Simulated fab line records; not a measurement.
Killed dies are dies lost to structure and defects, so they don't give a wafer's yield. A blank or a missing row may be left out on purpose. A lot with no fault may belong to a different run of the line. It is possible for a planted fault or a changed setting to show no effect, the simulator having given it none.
Chamber matching ; flow nand_harc ; 4 sister chambers for NHARC_A_STAIRCASE_ETCH_169 on rie_diel-05
The step etches the open film in CH3F/O2, target depth 50 nm, time 107.1 s. 18 wafers are shown with their chamber, then 9 later ones without.

== WAFERS, EACH WITH ITS CHAMBER ==
wafer;chamber;showerhead_plenum_p_Torr (Torr);drypump_motor_current_A (A);rf_vpp_V (V)
L074.1;1;2.33;6.1;241.7
L074.2;0;2.51;5.2;244.5
L074.6;2;2.60;4.8;245.9
L076.2;2;2.60;4.8;245.7
L076.3;3;2.38;5.3;242.5
L076.4;0;2.51;5.3;246.5
L084.2;0;2.50;5.3;244.3
L084.3;2;2.59;4.9;247.4
L084.5;1;2.31;6.1;239.9
L085.2;1;2.31;6.1;243.1
L085.4;3;2.37;5.3;242.4
L085.5;0;2.50;5.2;244.9
L089.3;0;2.50;5.2;245.0
L089.5;1;2.31;6.0;241.3
L089.6;0;2.50;5.2;244.3
L088.1;0;2.50;5.2;245.5
L088.3;1;2.31;6.1;242.3
L088.4;3;2.36;5.4;242.7

SIGNATURES (means of the wafers above)
reading;chamber 0;chamber 1;chamber 2;chamber 3;scatter within a chamber
showerhead_plenum_p_Torr;2.5029;2.3140;2.5967;2.3700;0.00722
drypump_motor_current_A;5.229;6.080;4.833;5.333;0.0504
rf_vpp_V;245.000;241.660;246.333;242.533;0.895
Rule: a wafer's distance from a chamber is the root of the sum, over the readings, of the square of ((its reading less the chamber's mean) divided by the reading's scatter). If the next closest chamber is less than 2 further off than the closest, the wafer can't be placed; otherwise it belongs to the closest. The scatter is the square root of a quotient: the sum, over the shown wafers, of each reading's squared deviation from its chamber's mean, divided by wafers minus chambers.

== WAFERS WITH NO CHAMBER GIVEN ==
wafer;showerhead_plenum_p_Torr (Torr);drypump_motor_current_A (A);rf_vpp_V (V)
L091.1;2.31;6.0;241.2
L091.2;2.49;5.2;245.6
L091.5;2.58;4.9;246.9
L092.1;2.36;5.3;244.7
L092.2;2.49;5.3;246.4
L092.4;2.58;4.8;244.9
L095.1;2.31;6.1;242.7
L095.2;2.58;4.8;245.2
L095.5;2.58;4.8;247.6

== WHICH CHAMBER EACH WENT THROUGH ==
wafer;from the rows above;in truth
L091.1;1;1
L091.2;0;0
L091.5;2;2
L092.1;3;3
L092.2;0;0
L092.4;2;2
L095.1;1;1
L095.2;2;2
L095.5;2;2
Placed correctly: 9 of 9. Left unplaced by these rows: 0. Number placed wrongly: 0.
